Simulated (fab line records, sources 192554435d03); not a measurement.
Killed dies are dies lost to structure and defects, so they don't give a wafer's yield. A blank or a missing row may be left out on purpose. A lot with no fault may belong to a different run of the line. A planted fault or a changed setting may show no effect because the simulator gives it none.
Split-lot study || flow n5-finfet || 21 wafers read across 7 lots, on a route 1938 steps long

== THE SPLIT ==
At N5_BEOL_M11_COAT_22 (resist thk 90 nm), the setting spin-rpm was moved away from the recipe's 1500 rpm on 8 of the 21 wafers read, by -8.7% to +3.5%. All remaining wafers had this setting at the recipe value.

== FROM THE SPLIT TO THE READING: what the file shows between them, 4 steps ==
- N5_BEOL_M11_EXPOSE_25: exposes mask V10 (also split here: dose-mj)
- N5_BEOL_M11_PEB_26: peb time 60 s
- N5_BEOL_M11_DEVELOP_27: develop time 30 s
- N5_BEOL_M11_CD_MEAS_28: target cd 70 nm

== THE READING ==
CAR-ArF_of_BEOL_M11_COAT_22.thk-nm (the simulator's own value, which no gauge read), in nm, at N5_BEOL_M11_DESCUM_33 (chemistry O2, time 7.9 s). No usual value for it is given in the file. The 13 wafers here that ran the recipe average 83.6 nm, standard deviation 0.19 nm.

{"wafer": "L074.1", "tool, chamber at the split": "litho-track-05, 0", "spin-rpm as run, rpm": 1500, "against the recipe": "recipe", "CAR-ArF_of_BEOL_M11_COAT_22.thk-nm, nm": 83.8, "against lot-mates on the recipe": "-"}
{"wafer": "L074.6", "tool, chamber at the split": "litho-track-05, 0", "spin-rpm as run, rpm": 1500, "against the recipe": "recipe", "CAR-ArF_of_BEOL_M11_COAT_22.thk-nm, nm": 83.8, "against lot-mates on the recipe": "-"}
{"wafer": "L074.5", "tool, chamber at the split": "litho-track-05, 0", "spin-rpm as run, rpm": 1369, "against the recipe": "-8.7%", "CAR-ArF_of_BEOL_M11_COAT_22.thk-nm, nm": 88, "against lot-mates on the recipe": "+4.2"}
{"wafer": "L075.3", "tool, chamber at the split": "litho-track-03, 0", "spin-rpm as run, rpm": 1500, "against the recipe": "recipe", "CAR-ArF_of_BEOL_M11_COAT_22.thk-nm, nm": 83.6, "against lot-mates on the recipe": "-"}
{"wafer": "L075.4", "tool, chamber at the split": "litho-track-03, 0", "spin-rpm as run, rpm": 1500, "against the recipe": "recipe", "CAR-ArF_of_BEOL_M11_COAT_22.thk-nm, nm": 83.4, "against lot-mates on the recipe": "-"}
{"wafer": "L075.5", "tool, chamber at the split": "litho-track-03, 0", "spin-rpm as run, rpm": 1401, "against the recipe": "-6.6%", "CAR-ArF_of_BEOL_M11_COAT_22.thk-nm, nm": 87.2, "against lot-mates on the recipe": "+3.7"}
{"wafer": "L080.1", "tool, chamber at the split": "litho-track-05, 0", "spin-rpm as run, rpm": 1500, "against the recipe": "recipe", "CAR-ArF_of_BEOL_M11_COAT_22.thk-nm, nm": 83.8, "against lot-mates on the recipe": "-"}
{"wafer": "L080.2", "tool, chamber at the split": "litho-track-05, 0", "spin-rpm as run, rpm": 1552, "against the recipe": "+3.5%", "CAR-ArF_of_BEOL_M11_COAT_22.thk-nm, nm": 82.2, "against lot-mates on the recipe": -1.6}
{"wafer": "L080.3", "tool, chamber at the split": "litho-track-05, 0", "spin-rpm as run, rpm": 1552, "against the recipe": "+3.5%", "CAR-ArF_of_BEOL_M11_COAT_22.thk-nm, nm": 82.2, "against lot-mates on the recipe": -1.6}
{"wafer": "L084.2", "tool, chamber at the split": "litho-track-01, 0", "spin-rpm as run, rpm": 1500, "against the recipe": "recipe", "CAR-ArF_of_BEOL_M11_COAT_22.thk-nm, nm": 83.8, "against lot-mates on the recipe": "-"}
{"wafer": "L084.3", "tool, chamber at the split": "litho-track-01, 0", "spin-rpm as run, rpm": 1500, "against the recipe": "recipe", "CAR-ArF_of_BEOL_M11_COAT_22.thk-nm, nm": 84, "against lot-mates on the recipe": "-"}
{"wafer": "L084.5", "tool, chamber at the split": "litho-track-01, 0", "spin-rpm as run, rpm": 1500, "against the recipe": "recipe", "CAR-ArF_of_BEOL_M11_COAT_22.thk-nm, nm": 83.6, "against lot-mates on the recipe": "-"}
{"wafer": "L089.2", "tool, chamber at the split": "litho-track-03, 0", "spin-rpm as run, rpm": 1380, "against the recipe": "-8.0%", "CAR-ArF_of_BEOL_M11_COAT_22.thk-nm, nm": 87.2, "against lot-mates on the recipe": "+3.8"}
{"wafer": "L089.5", "tool, chamber at the split": "litho-track-03, 0", "spin-rpm as run, rpm": 1500, "against the recipe": "recipe", "CAR-ArF_of_BEOL_M11_COAT_22.thk-nm, nm": 83.4, "against lot-mates on the recipe": "-"}
{"wafer": "L089.6", "tool, chamber at the split": "litho-track-03, 0", "spin-rpm as run, rpm": 1380, "against the recipe": "-8.0%", "CAR-ArF_of_BEOL_M11_COAT_22.thk-nm, nm": 87.4, "against lot-mates on the recipe": "+4.0"}
{"wafer": "L091.4", "tool, chamber at the split": "litho-track-05, 0", "spin-rpm as run, rpm": 1500, "against the recipe": "recipe", "CAR-ArF_of_BEOL_M11_COAT_22.thk-nm, nm": 83.4, "against lot-mates on the recipe": "-"}
{"wafer": "L091.5", "tool, chamber at the split": "litho-track-05, 0", "spin-rpm as run, rpm": 1500, "against the recipe": "recipe", "CAR-ArF_of_BEOL_M11_COAT_22.thk-nm, nm": 83.4, "against lot-mates on the recipe": "-"}
{"wafer": "L091.6", "tool, chamber at the split": "litho-track-05, 0", "spin-rpm as run, rpm": 1500, "against the recipe": "recipe", "CAR-ArF_of_BEOL_M11_COAT_22.thk-nm, nm": 83.6, "against lot-mates on the recipe": "-"}
{"wafer": "L095.3", "tool, chamber at the split": "litho-track-01, 0", "spin-rpm as run, rpm": 1553, "against the recipe": "+3.5%", "CAR-ArF_of_BEOL_M11_COAT_22.thk-nm, nm": 82.2, "against lot-mates on the recipe": -1.6}
{"wafer": "L095.5", "tool, chamber at the split": "litho-track-01, 0", "spin-rpm as run, rpm": 1553, "against the recipe": "+3.5%", "CAR-ArF_of_BEOL_M11_COAT_22.thk-nm, nm": 82.2, "against lot-mates on the recipe": -1.6}
{"wafer": "L095.4", "tool, chamber at the split": "litho-track-01, 0", "spin-rpm as run, rpm": 1500, "against the recipe": "recipe", "CAR-ArF_of_BEOL_M11_COAT_22.thk-nm, nm": 83.8, "against lot-mates on the recipe": "-"}

FIT RESULTS
A straight line over all 21 wafers: CAR-ArF_of_BEOL_M11_COAT_22.thk-nm changes by -0.469 nm for each +1% of spin-rpm; r = -0.99; the points scatter about the line by 0.22 nm.
The same after taking each lot's own level away (the mean of its wafers on the recipe; 21 wafers): -0.489 nm for each +1%; r = -1.00; scatter 0.14 nm.
According to that fit, moving spin-rpm by its largest amount changes the reading by 4.3 nm.
From 83.40 to 83.80 nm: that is the span of the lots' own levels, equal to 2.1 times the standard deviation above.
So the lot-to-lot level changes the slope little: the two slopes agree.
Check: for one of the wafers moved furthest among these (-8.7%), held out of the fit, the line's prediction against its lot-mates is +4.35 nm. It came out at +4.2 nm against them.

== OTHER SPLITS APPLIED TO THESE WAFERS ==
Note: prior to the reading, these wafers also went through further splits. Each is held against what the fit with the lots' levels taken away leaves over:
{"other split on the same wafers": "N5_BEOL_M8_COAT_22 spin-rpm", "wafers away from the commonest value": 6, "r with CAR-ArF_of_BEOL_M11_COAT_22.thk-nm (lot level and that fit taken away)": "+0.04"}
{"other split on the same wafers": "N5_BEOL_M8_ETCH_65 source-w", "wafers away from the commonest value": 9, "r with CAR-ArF_of_BEOL_M11_COAT_22.thk-nm (lot level and that fit taken away)": "+0.06"}
{"other split on the same wafers": "N5_BEOL_M9_DESCUM_16 time-s", "wafers away from the commonest value": 8, "r with CAR-ArF_of_BEOL_M11_COAT_22.thk-nm (lot level and that fit taken away)": -0.31}
{"other split on the same wafers": "N5_BEOL_M10_COAT_22 spin-rpm", "wafers away from the commonest value": 8, "r with CAR-ArF_of_BEOL_M11_COAT_22.thk-nm (lot level and that fit taken away)": -0.36}
{"other split on the same wafers": "N5_BEOL_M10_EXPOSE_25 dose-mj", "wafers away from the commonest value": 5, "r with CAR-ArF_of_BEOL_M11_COAT_22.thk-nm (lot level and that fit taken away)": "+0.04"}
{"other split on the same wafers": "N5_BEOL_M11_EXPOSE_25 dose-mj", "wafers away from the commonest value": 6, "r with CAR-ArF_of_BEOL_M11_COAT_22.thk-nm (lot level and that fit taken away)": "+0.28"}

== THE WHOLE CHAIN: every reading that the file lists as answering this split, in the file's order ==
{"step": "N5_BEOL_M11_COAT_22", "what it does": "resist thk 90 nm", "reading": "CAR-ArF_of_BEOL_M11_COAT_22.thk-nm (the simulator's own value, which no gauge read)", "change (the file's fit)": "-0.488 nm for each +1% of the setting", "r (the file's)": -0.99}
{"step": "N5_BEOL_M11_DESCUM_33", "what it does": "chemistry O2, time 7.9 s", "reading": "CAR-ArF_of_BEOL_M11_COAT_22.thk-nm (the simulator's own value, which no gauge read)", "change (the file's fit)": "-0.497 nm for each +1% of the setting", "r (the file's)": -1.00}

== FILE'S OWN FIT ==
CAR-ArF_of_BEOL_M11_COAT_22.thk-nm changes by -0.497 nm for each +1% of spin-rpm, r = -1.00.
